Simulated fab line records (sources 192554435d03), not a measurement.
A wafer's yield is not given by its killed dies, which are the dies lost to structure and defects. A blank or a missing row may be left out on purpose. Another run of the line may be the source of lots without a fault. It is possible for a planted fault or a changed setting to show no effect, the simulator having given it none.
Which tool did it?	flow n5-finfet	Sampling: 12 lots, 36 wafers, 5 of 1938 route steps

== WHAT EACH GAUGE READ, for each wafer ==
N5_DUMMY_GATE_THK_MEAS_05.
lot	measured	on	thk-nm (nm)
L075	day 2 22:47	film-metro-01	72.2 72.6 73.9
L077	day 3 14:01	film-metro-01	71.9 70.0 72.6
L079	day 4 00:46	film-metro-01	72.5 73.0 72.2
L081	day 4 10:46	film-metro-01	71.8 73.7 73.1
L083	day 5 01:34	film-metro-02	72.0 69.7 72.3
L085	day 5 16:39	film-metro-02	71.9 71.5 72.1
L087	day 6 00:34	film-metro-01	73.6 73.2 72.2
L089	day 6 12:49	film-metro-01	69.8 73.5 72.2
L091	day 6 22:51	film-metro-01	71.4 73.1 74.1
L093	day 7 11:58	film-metro-01	73.1 73.6 71.4
L095	day 8 01:53	film-metro-01	73.1 70.3 73.3
L097	day 8 12:01	film-metro-01	73.5 70.9 74.2

== WHICH TOOL RAN EACH LOT (tool, then ch and the chambers of the sampled wafers, then the start) ==
lot	N5_FIN_SAQP_STRIP_77	N5_FIN_SAQP_HM_CD_35	N5_FIN_CUT_DESCUM_13	N5_STI_FIN_REVEAL_STRIP_24
L075	rie-diel-05 ch 2,3, day 2 07:29	cd-sem-01, day 2 07:37	rie-diel-01 ch 0,2,3, day 2 08:29	rie-diel-06 ch 0,3, day 2 15:34
L077	rie-diel-05 ch 0,1, day 2 20:28	cd-sem-02, day 2 20:35	rie-diel-04 ch 0,2, day 2 21:29	rie-diel-05 ch 1,3, day 3 04:28
L079	rie-diel-02 ch 0,1,2, day 3 08:14	cd-sem-02, day 3 08:22	rie-diel-04 ch 1,2,3, day 3 09:07	rie-diel-02 ch 0,1,3, day 3 15:43
L081	rie-diel-02 ch 0,2, day 3 19:40	cd-sem-02, day 3 19:48	rie-diel-03 ch 0,3, day 3 20:40	rie-diel-05 ch 2,3, day 4 03:25
L083	rie-diel-02 ch 1,2, day 4 08:17	cd-sem-02, day 4 08:25	rie-diel-03 ch 0,1,2, day 4 09:17	rie-diel-02 ch 1,2, day 4 16:11
L085	rie-diel-05 ch 0,3, day 5 01:08	cd-sem-02, day 5 01:16	rie-diel-03 ch 1,2, day 5 02:04	rie-diel-02 ch 0,1,3, day 5 09:27
L087	rie-diel-02 ch 0,2,3, day 5 07:44	cd-sem-01, day 5 07:52	rie-diel-01 ch 0,3, day 5 08:37	rie-diel-02 ch 0,1,3, day 5 15:25
L089	rie-diel-06 ch 2,3, day 5 20:13	cd-sem-02, day 5 20:20	rie-diel-04 ch 0,2,3, day 5 21:13	rie-diel-02 ch 1,2, day 6 03:49
L091	rie-diel-05 ch 0,1,2, day 6 08:02	cd-sem-01, day 6 08:10	rie-diel-04 ch 0,1,3, day 6 08:56	rie-diel-05 ch 0,1,3, day 6 15:33
L093	rie-diel-06 ch 0,1, day 6 20:44	cd-sem-01, day 6 20:51	rie-diel-04 ch 1,2, day 6 21:43	rie-diel-02 ch 0,2,3, day 7 04:44
L095	rie-diel-05 ch 0,1,3, day 7 07:55	cd-sem-01, day 7 08:02	rie-diel-04 ch 1,2,3, day 7 08:47	rie-diel-05 ch 1,2,3, day 7 17:17
L097	rie-diel-06 ch 2,3, day 7 21:10	cd-sem-01, day 7 21:17	rie-diel-04 ch 2,3, day 7 22:12	rie-diel-05 ch 0,1,3, day 8 04:51
- N5_FIN_SAQP_STRIP_77: strips in N2/H2, time 90 s.
- N5_FIN_SAQP_HM_CD_35: target cd 8 nm.
- N5_FIN_CUT_DESCUM_13: chemistry O2, time 7 s.
- N5_STI_FIN_REVEAL_STRIP_24: strips in N2/H2, time 90 s.

== THE ANSWER, worked out from the rows above alone ==
Rule: what is usual is taken from the lots themselves. Put in order of their means at a reading, lots are off if they are a third of the lots or fewer, leave a main group of 4 or more, and stand apart from it by a gap of 3 or more times the standard deviation of the main group's means; of several such gaps the widest counts. The tables above print the reading to a certain number of digits; a main group whose means all agree to those digits is not used. A lot without any number at a reading at which 4 lots or more have one is off too. Where the step has rows for the other lots, those lots are counted as sound.
Across all readings shown, no lot is off: no conclusion can be drawn from this.

== WHAT THE SIMULATOR PUT IN ==
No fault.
